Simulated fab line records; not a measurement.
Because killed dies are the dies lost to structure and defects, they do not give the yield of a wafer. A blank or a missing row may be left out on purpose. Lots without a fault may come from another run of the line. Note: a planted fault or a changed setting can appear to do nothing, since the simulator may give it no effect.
Which tool did it?	flow n5_finfet	Sampling: 24 lots, 72 wafers, 5 of 1938 route steps

== WHAT THE GAUGES SHOWED, per wafer ==
N5_BEOL_M6_CD_MEAS_28 targets a cd of 40 nm. Usual: cd_nm 39.98 nm, standard deviation 0.25.
lot	measured	on	cd_nm (nm)	flag
L074	day 9 07:13	cd_sem-02	40.39 39.89 39.68	
L075	day 9 22:21	cd_sem-02	39.84 39.84 40.12	
L077	day 10 01:43	cd_sem-03	39.93 40.33 40.10	
L076	day 10 07:21	cd_sem-03	39.89 40.00 39.93	
L078	day 10 09:11	cd_sem-02	40.34 40.42 40.15	
L079	day 10 12:22	cd_sem-02	39.77 39.70 40.36	
L080	day 10 14:04	cd_sem-01	40.17 39.88 39.75	
L081	day 11 01:43	cd_sem-03	40.30 39.49 39.79	
L083	day 11 12:34	cd_sem-01	39.92 39.81 40.07	
L082	day 11 13:00	cd_sem-03	40.05 39.84 40.28	
L084	day 12 08:11	cd_sem-01	40.18 40.39 40.32	
L085	day 12 13:09	cd_sem-03	39.92 39.75 39.91	
L086	day 12 12:58	cd_sem-02	39.60 40.11 39.72	
L087	day 12 17:33	cd_sem-03	40.06 39.93 39.83	
L089	day 12 21:45	cd_sem-03	40.18 40.22 39.97	
L088	day 13 00:53	cd_sem-02	40.07 39.79 40.29	
L090	day 13 13:56	cd_sem-01	39.80 40.19 39.96	
L092	day 13 17:50	cd_sem-02	39.86 39.83 40.15	
L091	day 13 18:14	cd_sem-02	40.18 39.85 39.69	
L094	day 14 11:05	cd_sem-02	39.56 39.68 40.34	
L093	day 14 18:44	cd_sem-02	40.12 40.07 39.94	
L095	day 14 16:34	cd_sem-01	39.94 39.86 40.45	
L096	day 14 22:43	cd_sem-01	39.77 39.60 39.96	
L097	day 15 02:28	cd_sem-02	40.04 40.28 39.92	

== EACH LOT AND THE TOOL THAT RAN IT (in order: tool; ch and the chambers of the sampled wafers; start) ==
lot	N5_BEOL_M4_ANNEAL_49	N5_BEOL_M5_PRE_CLEAN_45	N5_BEOL_M6_DESCUM_16	N5_BEOL_M6_STRIP_67
L074	pvd_sputter-01, day 8 07:31	pvd_sputter-02, day 8 19:52	rie_diel-04 ch 0,1,2, day 9 04:45	rie_diel-04 ch 0,1,2, day 9 04:59
L075	pvd_sputter-02, day 8 22:20	pvd_sputter-03, day 9 09:05	rie_diel-04 ch 0,2,3, day 9 18:48	rie_diel-04 ch 0,2,3, day 9 19:02
L077	pvd_sputter-02, day 9 05:23	pvd_sputter-02, day 9 17:04	rie_diel-03 ch 0,3, day 10 00:56	rie_diel-03 ch 0,3, day 10 01:10
L076	pvd_sputter-01, day 9 05:25	pvd_sputter-02, day 9 16:16	rie_diel-04 ch 0,1,2, day 10 05:04	rie_diel-04 ch 0,1,2, day 10 05:19
L078	pvd_sputter-02, day 9 09:22	pvd_sputter-03, day 9 23:21	rie_diel-03 ch 0,1, day 10 08:24	rie_diel-03 ch 0,1, day 10 08:38
L079	pvd_sputter-02, day 9 13:17	pvd_sputter-03, day 9 23:55	rie_diel-03 ch 0,1,3, day 10 10:09	rie_diel-03 ch 0,1,3, day 10 10:23
L080	pvd_sputter-03, day 9 20:14	pvd_sputter-01, day 10 05:02	rie_diel-04 ch 1,2, day 10 13:11	rie_diel-04 ch 1,2, day 10 13:25
L081	pvd_sputter-01, day 10 05:44	pvd_sputter-02, day 10 14:31	rie_diel-01 ch 0,1,2, day 10 23:58	rie_diel-01 ch 0,1,2, day 11 00:12
L083	pvd_sputter-01, day 10 15:52	pvd_sputter-02, day 11 00:29	rie_diel-03 ch 1,2, day 11 11:13	rie_diel-03 ch 1,2, day 11 11:28
L082	pvd_sputter-03, day 10 16:19	pvd_sputter-01, day 11 03:12	rie_diel-03 ch 1,2,3, day 11 12:04	rie_diel-03 ch 1,2,3, day 11 12:18
L084	pvd_sputter-03, day 11 11:20	pvd_sputter-02, day 11 21:25	rie_diel-01 ch 0,1, day 12 07:17	rie_diel-01 ch 0,1, day 12 07:31
L085	pvd_sputter-01, day 11 14:50	pvd_sputter-01, day 12 02:09	rie_diel-04 ch 0,1,3, day 12 10:41	rie_diel-04 ch 0,1,3, day 12 10:55
L086	pvd_sputter-02, day 11 17:54	pvd_sputter-01, day 12 02:14	rie_diel-01 ch 0,2, day 12 10:47	rie_diel-01 ch 0,2, day 12 11:01
L087	pvd_sputter-01, day 11 19:34	pvd_sputter-01, day 12 07:53	rie_diel-01 ch 1,2,3, day 12 16:10	rie_diel-01 ch 1,2,3, day 12 16:25
L089	pvd_sputter-01, day 11 23:33	pvd_sputter-02, day 12 09:50	rie_diel-01 ch 1,2,3, day 12 19:14	rie_diel-01 ch 1,2,3, day 12 19:28
L088	pvd_sputter-03, day 12 03:58	pvd_sputter-01, day 12 14:28	rie_diel-03 ch 1,2,3, day 12 23:40	rie_diel-03 ch 1,2,3, day 12 23:54
L090	pvd_sputter-02, day 12 11:06	pvd_sputter-01, day 13 00:06	rie_diel-04 ch 1,2,3, day 13 09:52	rie_diel-04 ch 1,2,3, day 13 10:06
L092	pvd_sputter-03, day 12 15:50	pvd_sputter-03, day 13 03:38	rie_diel-04 ch 0,1,2, day 13 15:22	rie_diel-04 ch 0,1,2, day 13 15:36
L091	pvd_sputter-02, day 12 20:28	pvd_sputter-01, day 13 09:16	rie_diel-04 ch 1,2,3, day 13 17:20	rie_diel-04 ch 1,2,3, day 13 17:35
L094	pvd_sputter-03, day 13 07:19	pvd_sputter-02, day 13 22:34	rie_diel-01 ch 1,3, day 14 10:05	rie_diel-01 ch 1,3, day 14 10:20
L093	pvd_sputter-01, day 13 16:23	pvd_sputter-02, day 14 04:50	rie_diel-01 ch 1,2, day 14 17:50	rie_diel-01 ch 1,2, day 14 18:04
L095	pvd_sputter-01, day 13 18:14	pvd_sputter-02, day 14 04:45	rie_diel-01 ch 0,2, day 14 13:11	rie_diel-01 ch 0,2, day 14 13:25
L096	pvd_sputter-01, day 14 01:31	pvd_sputter-01, day 14 12:58	rie_diel-03 ch 1,2,3, day 14 21:49	rie_diel-03 ch 1,2,3, day 14 22:03
L097	pvd_sputter-02, day 14 05:35	pvd_sputter-02, day 14 13:41	rie_diel-04 ch 0,1,3, day 15 00:21	rie_diel-04 ch 0,1,3, day 15 00:35
- N5_BEOL_M4_ANNEAL_49: time 240 s.
- N5_BEOL_M5_PRE_CLEAN_45: time 30 s.
- N5_BEOL_M6_DESCUM_16: chemistry O2, time 7.9 s.
- N5_BEOL_M6_STRIP_67: strips in CF4.

== WHAT THE TOOLS THEMSELVES READ (means of the sampled wafers that have a number; where no wafer has one, the mark that the record gives instead) ==
N5_BEOL_M4_ANNEAL_49. Usual: heater_power_w 807 W, standard deviation 110; susceptor_temp_C_max 400.9, standard deviation 0.33.
lot	tool	heater_power_w (W)	susceptor_temp_C_max	flag
L074	pvd_sputter-01	757	400.9	
L075	pvd_sputter-02	814	400.8	
L077	pvd_sputter-02	843	401.0	
L076	pvd_sputter-01	851	400.7	
L078	pvd_sputter-02	742	400.6	
L079	pvd_sputter-02	750	400.8	
L080	pvd_sputter-03	861	400.8	
L081	pvd_sputter-01	839	400.8	
L083	pvd_sputter-01	829	400.8	
L082	pvd_sputter-03	859	400.8	
L084	pvd_sputter-03	864	400.9	
L085	pvd_sputter-01	831	400.8	
L086	pvd_sputter-02	749	400.5	
L087	pvd_sputter-01	864	401.0	
L089	pvd_sputter-01	761	401.1	
L088	pvd_sputter-03	859	400.9	
L090	pvd_sputter-02	804	400.9	
L092	pvd_sputter-03	884	401.2	
L091	pvd_sputter-02	757	401.1	
L094	pvd_sputter-03	870	401.0	
L093	pvd_sputter-01	822	400.9	
L095	pvd_sputter-01	818	401.0	
L096	pvd_sputter-01	945	400.7	
L097	pvd_sputter-02	769	400.9	

N5_BEOL_M5_PRE_CLEAN_45. Usual: heater_power_w 323 W, standard deviation 41.
lot	tool	heater_power_w (W)	flag
L074	pvd_sputter-02	321	
L075	pvd_sputter-03	344	
L077	pvd_sputter-02	304	
L076	pvd_sputter-02	320	
L078	pvd_sputter-03	346	
L079	pvd_sputter-03	334	
L080	pvd_sputter-01	329	
L081	pvd_sputter-02	324	
L083	pvd_sputter-02	341	
L082	pvd_sputter-01	378	
L084	pvd_sputter-02	305	
L085	pvd_sputter-01	303	
L086	pvd_sputter-01	346	
L087	pvd_sputter-01	306	
L089	pvd_sputter-02	332	
L088	pvd_sputter-01	348	
L090	pvd_sputter-01	303	
L092	pvd_sputter-03	342	
L091	pvd_sputter-01	340	
L094	pvd_sputter-02	298	
L093	pvd_sputter-02	325	
L095	pvd_sputter-02	302	
L096	pvd_sputter-01	334	
L097	pvd_sputter-02	307	

N5_BEOL_M6_DESCUM_16. Usual: drypump_motor_current_A 5.8 A, standard deviation 0.34; oes_product_au 0.80 a.u., standard deviation 0.077; rf_vpp_V 242.9 V, standard deviation 1.5; showerhead_plenum_p_Torr 2.08 Torr, standard deviation 0.076; temp_c 40.00 C, standard deviation 0.11; throttle_valve_pct 20.41 %, standard deviation 0.27.
lot	tool	drypump_motor_current_A (A)	oes_product_au (a.u.)	rf_vpp_V (V)	showerhead_plenum_p_Torr (Torr)	temp_c (C)	throttle_valve_pct (%)	flag
L074	rie_diel-04	5.7	0.81	243.4	2.13	40.07	20.40	
L075	rie_diel-04	5.6	0.80	243.7	2.13	40.05	20.48	
L077	rie_diel-03	5.4	0.87	242.9	2.03	40.00	20.36	
L076	rie_diel-04	5.8	0.80	243.4	2.13	40.05	20.41	
L078	rie_diel-03	5.9	0.92	241.8	2.04	40.04	20.08	
L079	rie_diel-03	5.8	0.86	242.7	2.03	40.04	20.30	
L080	rie_diel-04	5.8	0.77	243.9	2.17	40.09	20.63	
L081	rie_diel-01	6.1	0.72	242.3	2.05	39.87	20.39	
L083	rie_diel-03	6.0	0.84	243.2	2.09	39.88	20.31	
L082	rie_diel-03	5.9	0.78	241.8	2.07	40.05	20.51	
L084	rie_diel-01	6.0	0.83	241.8	2.03	40.05	20.19	
L085	rie_diel-04	5.8	0.82	244.1	2.15	39.98	20.35	
L086	rie_diel-01	6.2	0.71	241.5	2.05	40.03	20.36	
L087	rie_diel-01	5.9	0.79	242.6	2.04	39.98	20.44	
L089	rie_diel-01	6.0	0.79	241.5	2.04	39.99	20.43	
L088	rie_diel-03	5.9	0.77	242.2	2.07	40.02	20.54	
L090	rie_diel-04	5.8	0.78	244.9	2.18	39.92	20.58	
L092	rie_diel-04	5.8	0.78	243.2	2.12	40.10	20.45	
L091	rie_diel-04	5.8	0.78	244.0	2.18	40.04	20.58	
L094	rie_diel-01	5.8	0.78	241.3	2.02	39.94	20.55	
L093	rie_diel-01	6.0	0.92	242.4	2.05	39.91	20.15	
L095	rie_diel-01	6.1	0.90	242.9	2.04	39.89	20.13	
L096	rie_diel-03	5.9	0.76	242.0	2.06	40.05	20.56	
L097	rie_diel-04	5.8	0.79	243.8	2.14	40.03	20.37	

N5_BEOL_M6_STRIP_67. Usual: drypump_motor_current_A 5.8 A, standard deviation 0.34; oes_product_au 0.80 a.u., standard deviation 0.072; rf_vpp_V 270.8 V, standard deviation 1.6; showerhead_plenum_p_Torr 1.79 Torr, standard deviation 0.062; throttle_valve_pct 13.57 %, standard deviation 0.3.
lot	tool	drypump_motor_current_A (A)	oes_product_au (a.u.)	rf_vpp_V (V)	showerhead_plenum_p_Torr (Torr)	throttle_valve_pct (%)	flag
L074	rie_diel-04	5.8	0.81	272.7	1.83	13.59	
L075	rie_diel-04	5.6	0.80	272.0	1.83	13.65	
L077	rie_diel-03	5.4	0.86	269.8	1.75	13.53	
L076	rie_diel-04	5.7	0.81	271.4	1.83	13.60	
L078	rie_diel-03	5.9	0.90	269.9	1.76	13.24	
L079	rie_diel-03	5.8	0.85	269.9	1.75	13.47	
L080	rie_diel-04	5.8	0.77	272.6	1.86	13.85	
L081	rie_diel-01	6.1	0.72	270.0	1.76	13.56	
L083	rie_diel-03	6.0	0.84	271.0	1.79	13.45	
L082	rie_diel-03	5.9	0.79	270.8	1.78	13.68	
L084	rie_diel-01	6.1	0.84	269.4	1.74	13.30	
L085	rie_diel-04	5.8	0.81	271.9	1.84	13.49	
L086	rie_diel-01	6.1	0.72	270.5	1.75	13.53	
L087	rie_diel-01	5.9	0.78	270.5	1.75	13.57	
L089	rie_diel-01	6.0	0.79	269.7	1.75	13.57	
L088	rie_diel-03	5.9	0.78	269.0	1.77	13.71	
L090	rie_diel-04	5.8	0.78	272.1	1.88	13.74	
L092	rie_diel-04	5.8	0.78	271.3	1.82	13.65	
L091	rie_diel-04	5.8	0.77	272.5	1.87	13.76	
L094	rie_diel-01	5.8	0.78	270.4	1.74	13.70	
L093	rie_diel-01	6.0	0.91	270.7	1.76	13.21	
L095	rie_diel-01	6.2	0.90	270.0	1.75	13.19	
L096	rie_diel-03	5.9	0.76	271.0	1.77	13.73	
L097	rie_diel-04	5.8	0.79	272.5	1.83	13.53	

== THE ANSWER, worked out from the rows above alone ==
Rule: a lot is off if the mean of its wafers that have a number lies more than 3 standard deviations from the usual mean. Also off: a lot with no number at a reading for which 4 or more lots have one. Where the step has rows for the other lots, those lots are counted as sound. First the gauges in route order, then the tools' own readings, where a lot's mean is used as printed above. The first step at which some lot is off is used, and at that step the reading that is off furthest; a lot without a number counts as furthest.
None of the lots is off at any reading shown; this tells nothing.

== WHAT THE SIMULATOR PUT IN ==
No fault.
